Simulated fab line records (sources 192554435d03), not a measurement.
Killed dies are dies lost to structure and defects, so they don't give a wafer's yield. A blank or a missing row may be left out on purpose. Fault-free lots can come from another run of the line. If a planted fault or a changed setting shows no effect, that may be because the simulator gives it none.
What tool caused it? ; flow n5_finfet ; 24 lots with 72 wafers sampled at 6 steps, on a route of 1938 steps

WHAT THE GAUGES READ, wafer by wafer
N5_BEOL_M2_RS_MEAS_58: the measuring method here is four-point-probe. Usual: M2_RS gives 0.66 ohm/sq (standard deviation 0.038).
lot;measured;on;M2_RS (ohm/sq);flag
L074;day 7 18:37;film_metro-02;0.64 0.62 0.64;
L075;day 7 18:49;film_metro-02;0.73 0.63 0.74;
L076;day 7 19:20;film_metro-01;0.61 0.67 0.70;
L077;day 7 22:25;film_metro-01;0.64 0.64 0.63;
L078;day 8 02:38;film_metro-01;0.61 0.62 0.63;
L079;day 8 04:57;film_metro-01;0.63 0.62 0.64;
L080;day 8 08:01;film_metro-02;0.67 0.75 0.67;
L081;day 9 08:28;film_metro-02;0.68 0.58 0.72;
L082;day 9 09:00;film_metro-02;0.68 0.72 0.75;
L084;day 9 12:11;film_metro-01;0.59 0.58 0.63;
L083;day 9 15:07;film_metro-02;0.69 0.62 0.66;
L085;day 10 08:59;film_metro-02;0.62 0.64 0.62;
L086;day 10 12:39;film_metro-02;0.68 0.71 0.69;
L087;day 10 12:52;film_metro-02;0.63 0.62 0.64;
L088;day 10 16:19;film_metro-01;0.67 0.74 0.68;
L089;day 10 23:11;film_metro-01;0.60 0.67 0.62;
L091;day 11 06:33;film_metro-01;0.67 0.65 0.72;
L090;day 11 10:42;film_metro-02;0.61 0.64 0.64;
L092;day 11 12:43;film_metro-02;0.61 0.64 0.63;
L093;day 11 20:46;film_metro-02;0.65 0.65 0.66;
L094;day 12 09:20;film_metro-01;0.73 0.68 0.73;
L095;day 12 10:56;film_metro-02;0.64 0.61 0.62;
L097;day 12 19:39;film_metro-01;0.69 0.73 0.68;
L096;day 13 05:08;film_metro-01;0.64 0.62 0.66;

WHAT TOOL EACH LOT RAN ON (gives the tool, then ch and the chambers of the sampled wafers, and finally the start)
lot;N5_BEOL_M2_ETCH_69;N5_BEOL_M2_ALD_98;N5_BEOL_M2_ALD_84;N5_BEOL_M2_ANNEAL_82;N5_BEOL_M2_SPUTTER_92
L074;rie_diel-03 ch 0,2,3, day 6 21:09;ald_sin-04 ch 0,1,3, day 6 21:14;ald_metal-01 ch 1,2,3, day 7 15:15;pvd_sputter-02, day 7 16:20;pvd_sputter-02, day 7 17:08
L075;rie_diel-03 ch 0,1,2, day 6 23:18;ald_sin-03 ch 0,3, day 6 23:23;ald_metal-04 ch 1,3, day 7 15:26;pvd_sputter-01, day 7 16:32;pvd_sputter-01, day 7 17:20
L076;rie_diel-03 ch 0,1, day 7 03:40;ald_sin-02 ch 0,1, day 7 03:44;ald_metal-03 ch 0,1,3, day 7 15:29;pvd_sputter-03, day 7 17:02;pvd_sputter-03, day 7 17:50
L077;rie_diel-03 ch 0,1,3, day 7 15:37;ald_sin-03 ch 0,1,2, day 7 15:41;ald_metal-04 ch 2,3, day 7 18:56;pvd_sputter-02, day 7 20:07;pvd_sputter-02, day 7 20:55
L078;rie_diel-05 ch 0,2,3, day 7 19:34;ald_sin-02 ch 0,3, day 7 19:55;ald_metal-01 ch 0,1, day 7 21:32;pvd_sputter-02, day 8 00:20;pvd_sputter-02, day 8 01:08
L079;rie_diel-05 ch 0,2, day 7 19:46;ald_sin-02 ch 1,2,3, day 7 20:01;ald_metal-03 ch 2,3, day 8 01:26;pvd_sputter-02, day 8 02:40;pvd_sputter-02, day 8 03:28
L080;rie_diel-05 ch 0,3, day 8 02:01;ald_sin-03 ch 0,1,2, day 8 02:05;ald_metal-04 ch 0,1,2, day 8 04:38;pvd_sputter-03, day 8 05:41;pvd_sputter-03, day 8 06:29
L081;rie_diel-01 ch 0,2,3, day 8 18:50;ald_sin-04 ch 0,2, day 8 18:59;ald_metal-04 ch 0,3, day 9 05:09;pvd_sputter-03, day 9 06:11;pvd_sputter-03, day 9 06:59
L082;rie_diel-03 ch 0,2, day 8 23:13;ald_sin-02 ch 0,1, day 8 23:37;ald_metal-03 ch 0,1,2, day 9 05:42;pvd_sputter-02, day 9 06:42;pvd_sputter-02, day 9 07:30
L084;rie_diel-01 ch 1,2,3, day 9 04:14;ald_sin-03 ch 0,1,2, day 9 04:19;ald_metal-01 ch 0,1,2, day 9 08:44;pvd_sputter-01, day 9 09:53;pvd_sputter-01, day 9 10:41
L083;rie_diel-03 ch 2,3, day 9 05:15;ald_sin-03 ch 0,2,3, day 9 05:20;ald_metal-03 ch 0,1, day 9 11:29;pvd_sputter-02, day 9 12:43;pvd_sputter-02, day 9 13:35
L085;rie_diel-03 ch 2,3, day 9 18:56;ald_sin-04 ch 1,2, day 9 19:11;ald_metal-01 ch 0,3, day 10 05:39;pvd_sputter-02, day 10 06:38;pvd_sputter-02, day 10 07:26
L086;rie_diel-05 ch 1,2,3, day 10 03:49;ald_sin-03 ch 0,3, day 10 03:54;ald_metal-01 ch 2,3, day 10 09:17;pvd_sputter-01, day 10 10:22;pvd_sputter-01, day 10 11:10
L087;rie_diel-03 ch 0,1,2, day 10 07:32;ald_sin-03 ch 1,2, day 10 08:18;ald_metal-03 ch 2,3, day 10 09:25;pvd_sputter-03, day 10 10:31;pvd_sputter-03, day 10 11:19
L088;rie_diel-05 ch 0,1,2, day 10 10:33;ald_sin-04 ch 0,3, day 10 10:38;ald_metal-01 ch 0,2, day 10 12:44;pvd_sputter-02, day 10 14:02;pvd_sputter-02, day 10 14:50
L089;rie_diel-03 ch 1,2, day 10 15:01;ald_sin-03 ch 0,1,2, day 10 15:17;ald_metal-04 ch 0,1,3, day 10 17:58;pvd_sputter-02, day 10 20:38;pvd_sputter-02, day 10 21:26
L091;rie_diel-05 ch 0,3, day 10 19:41;ald_sin-04 ch 0,2, day 10 19:50;ald_metal-04 ch 1,3, day 10 23:22;pvd_sputter-01, day 11 04:16;pvd_sputter-01, day 11 05:04
L090;rie_diel-01 ch 2,3, day 10 23:58;ald_sin-03 ch 0,3, day 11 00:03;ald_metal-03 ch 1,2, day 11 07:20;pvd_sputter-03, day 11 08:25;pvd_sputter-03, day 11 09:13
L092;rie_diel-01 ch 0,2,3, day 11 05:41;ald_sin-02 ch 0,2,3, day 11 05:53;ald_metal-04 ch 2,3, day 11 07:45;pvd_sputter-03, day 11 10:15;pvd_sputter-03, day 11 11:03
L093;rie_diel-05 ch 0,2,3, day 11 13:16;ald_sin-03 ch 1,2, day 11 13:21;ald_metal-03 ch 0,3, day 11 15:20;pvd_sputter-02, day 11 18:10;pvd_sputter-02, day 11 18:58
L094;rie_diel-05 ch 0,3, day 11 19:11;ald_sin-02 ch 0,1,3, day 11 19:16;ald_metal-04 ch 2,3, day 12 05:34;pvd_sputter-01, day 12 07:02;pvd_sputter-01, day 12 07:50
L095;rie_diel-01 ch 2,3, day 11 21:07;ald_sin-03 ch 0,3, day 11 21:12;ald_metal-04 ch 0,1,2, day 12 06:17;pvd_sputter-03, day 12 08:31;pvd_sputter-03, day 12 09:19
L097;rie_diel-01 ch 0,2, day 12 11:53;ald_sin-02 ch 1,2, day 12 12:02;ald_metal-04 ch 0,2,3, day 12 15:55;pvd_sputter-01, day 12 17:13;pvd_sputter-01, day 12 18:01
L096;rie_diel-05 ch 0,2,3, day 12 21:11;ald_sin-04 ch 1,2,3, day 12 21:16;ald_metal-03 ch 0,1,2, day 13 01:36;pvd_sputter-03, day 13 02:51;pvd_sputter-03, day 13 03:39
- N5_BEOL_M2_ETCH_69: etches SiARC in CF4, target depth 15.6 nm, time 26 s.
- N5_BEOL_M2_ALD_98: deposits SiO2, target thk 2.5 nm, pulse time 1 s, co reactant pulse time 1 s.
- N5_BEOL_M2_ALD_84: deposits TaN, pulse time 2 s, purge time 3 s, co reactant purge time 2 s.
- N5_BEOL_M2_ANNEAL_82: time 240 s.
- N5_BEOL_M2_SPUTTER_92: material Cu, target thk 4.5 nm, time 8.29 s.

WHAT THE TOOLS THEMSELVES READ (means of the sampled wafers that have a number; where no wafer has one, the mark that the record gives instead)
N5_BEOL_M2_ETCH_69. Usual: drypump_motor_current_A 5.7 A, standard deviation 0.31; etch_rf_on_time_s 25.1 s, standard deviation 0.7; oes_product_au 0.71 a.u., standard deviation 0.078; rf_vpp_V 183.9 V, standard deviation 1.2; showerhead_plenum_p_Torr 2.14 Torr, standard deviation 0.066; throttle_valve_pct 15.68 %, standard deviation 0.21.
lot;tool;drypump_motor_current_A (A);etch_rf_on_time_s (s);oes_product_au (a.u.);rf_vpp_V (V);showerhead_plenum_p_Torr (Torr);throttle_valve_pct (%);flag
L074;rie_diel-03;5.6;24.9;0.68;184.1;2.15;15.68;
L075;rie_diel-03;5.5;25.3;0.63;184.0;2.11;15.83;
L076;rie_diel-03;5.4;25.1;0.62;183.8;2.10;15.91;
L077;rie_diel-03;5.5;24.9;0.66;183.6;2.14;15.79;
L078;rie_diel-05;5.7;24.8;0.76;183.3;2.11;15.71;
L079;rie_diel-05;5.8;25.0;0.76;183.5;2.11;15.75;
L080;rie_diel-05;5.5;25.0;0.76;182.7;2.10;15.67;
L081;rie_diel-01;5.8;25.1;0.78;184.3;2.21;15.55;
L082;rie_diel-03;5.6;25.5;0.63;182.9;2.11;15.77;
L084;rie_diel-01;5.7;25.7;0.76;185.6;2.23;15.42;
L083;rie_diel-03;5.7;24.8;0.67;182.4;2.10;15.59;
L085;rie_diel-03;5.7;25.3;0.66;183.4;2.10;15.61;
L086;rie_diel-05;5.7;25.0;0.78;184.3;2.14;15.69;
L087;rie_diel-03;5.5;25.4;0.61;183.7;2.10;15.89;
L088;rie_diel-05;5.8;24.8;0.72;183.9;2.14;15.62;
L089;rie_diel-03;5.5;25.5;0.61;182.7;2.05;15.86;
L091;rie_diel-05;5.5;25.0;0.74;183.6;2.09;15.72;
L090;rie_diel-01;5.9;24.9;0.78;184.3;2.21;15.50;
L092;rie_diel-01;5.8;25.0;0.75;184.0;2.20;15.59;
L093;rie_diel-05;5.7;24.5;0.73;182.7;2.10;15.76;
L094;rie_diel-05;5.6;25.0;0.68;182.9;2.10;15.66;
L095;rie_diel-01;5.8;25.0;0.78;184.5;2.21;15.52;
L097;rie_diel-01;6.2;25.1;0.73;184.3;2.18;15.69;
L096;rie_diel-05;5.7;24.8;0.72;184.5;2.10;15.78;

N5_BEOL_M2_ALD_98. Usual: heater_power_w 74 W, standard deviation 6.6; precursor_pulse_height_rel 1.004, standard deviation 0.019.
lot;tool;heater_power_w (W);precursor_pulse_height_rel;flag
L074;ald_sin-04;78;1.008;
L075;ald_sin-03;73;1.012;
L076;ald_sin-02;81;1.003;
L077;ald_sin-03;73;1.008;
L078;ald_sin-02;74;0.998;
L079;ald_sin-02;72;1.015;
L080;ald_sin-03;74;0.999;
L081;ald_sin-04;81;0.986;
L082;ald_sin-02;77;1.000;
L084;ald_sin-03;73;1.004;
L083;ald_sin-03;75;1.030;
L085;ald_sin-04;77;1.008;
L086;ald_sin-03;71;0.999;
L087;ald_sin-03;79;0.993;
L088;ald_sin-04;78;1.020;
L089;ald_sin-03;72;1.007;
L091;ald_sin-04;80;0.998;
L090;ald_sin-03;71;0.999;
L092;ald_sin-02;67;1.031;
L093;ald_sin-03;74;0.998;
L094;ald_sin-02;75;1.006;
L095;ald_sin-03;71;1.011;
L097;ald_sin-02;72;0.998;
L096;ald_sin-04;73;0.998;

N5_BEOL_M2_ALD_84. Usual: 425 W for heater_power_w, sd 35.
lot;tool;heater_power_w (W);flag
L074;ald_metal-01;411;
L075;ald_metal-04;406;
L076;ald_metal-03;426;
L077;ald_metal-04;443;
L078;ald_metal-01;401;
L079;ald_metal-03;435;
L080;ald_metal-04;432;
L081;ald_metal-04;407;
L082;ald_metal-03;442;
L084;ald_metal-01;401;
L083;ald_metal-03;452;
L085;ald_metal-01;426;
L086;ald_metal-01;424;
L087;ald_metal-03;458;
L088;ald_metal-01;406;
L089;ald_metal-04;404;
L091;ald_metal-04;413;
L090;ald_metal-03;478;
L092;ald_metal-04;444;
L093;ald_metal-03;407;
L094;ald_metal-04;444;
L095;ald_metal-04;440;
L097;ald_metal-04;433;
L096;ald_metal-03;447;

N5_BEOL_M2_ANNEAL_82. Usual: 839 W for heater_power_w, sd 54.
lot;tool;heater_power_w (W);flag
L074;pvd_sputter-02;828;
L075;pvd_sputter-01;817;
L076;pvd_sputter-03;820;
L077;pvd_sputter-02;874;
L078;pvd_sputter-02;839;
L079;pvd_sputter-02;869;
L080;pvd_sputter-03;805;
L081;pvd_sputter-03;837;
L082;pvd_sputter-02;852;
L084;pvd_sputter-01;827;
L083;pvd_sputter-02;813;
L085;pvd_sputter-02;865;
L086;pvd_sputter-01;796;
L087;pvd_sputter-03;880;
L088;pvd_sputter-02;851;
L089;pvd_sputter-02;859;
L091;pvd_sputter-01;829;
L090;pvd_sputter-03;834;
L092;pvd_sputter-03;808;
L093;pvd_sputter-02;835;
L094;pvd_sputter-01;873;
L095;pvd_sputter-03;865;
L097;pvd_sputter-01;827;
L096;pvd_sputter-03;837;

N5_BEOL_M2_SPUTTER_92. Usual: 30.5 % for throttle_valve_pct, sd 0.84.
lot;tool;throttle_valve_pct (%);flag
L074;pvd_sputter-02;30.6;
L075;pvd_sputter-01;31.0;
L076;pvd_sputter-03;31.4;
L077;pvd_sputter-02;30.2;
L078;pvd_sputter-02;30.4;
L079;pvd_sputter-02;30.3;
L080;pvd_sputter-03;29.9;
L081;pvd_sputter-03;31.0;
L082;pvd_sputter-02;30.2;
L084;pvd_sputter-01;31.0;
L083;pvd_sputter-02;30.5;
L085;pvd_sputter-02;30.6;
L086;pvd_sputter-01;31.6;
L087;pvd_sputter-03;31.1;
L088;pvd_sputter-02;30.5;
L089;pvd_sputter-02;30.6;
L091;pvd_sputter-01;30.7;
L090;pvd_sputter-03;29.4;
L092;pvd_sputter-03;29.8;
L093;pvd_sputter-02;30.1;
L094;pvd_sputter-01;30.6;
L095;pvd_sputter-03;30.5;
L097;pvd_sputter-01;31.0;
L096;pvd_sputter-03;30.9;

THE ANSWER, worked out from the rows above alone
Rule: take the mean of a lot's wafers that have a number; if it is more than 3 standard deviations from the usual mean, the lot is off. Also off: a lot with no number at a reading for which 4 or more lots have one. The other lots that the step has rows for count as sound. The gauges are gone through in route order, then the tools' own readings, and for those a lot's mean is taken as printed above. The first step at which some lot is off is used, and at that step the reading that is off furthest; a lot without a number counts as furthest.
Across all readings shown, no lot is off: no conclusion can be drawn from this.

WHAT HAD BEEN PUT IN BY THE SIMULATOR
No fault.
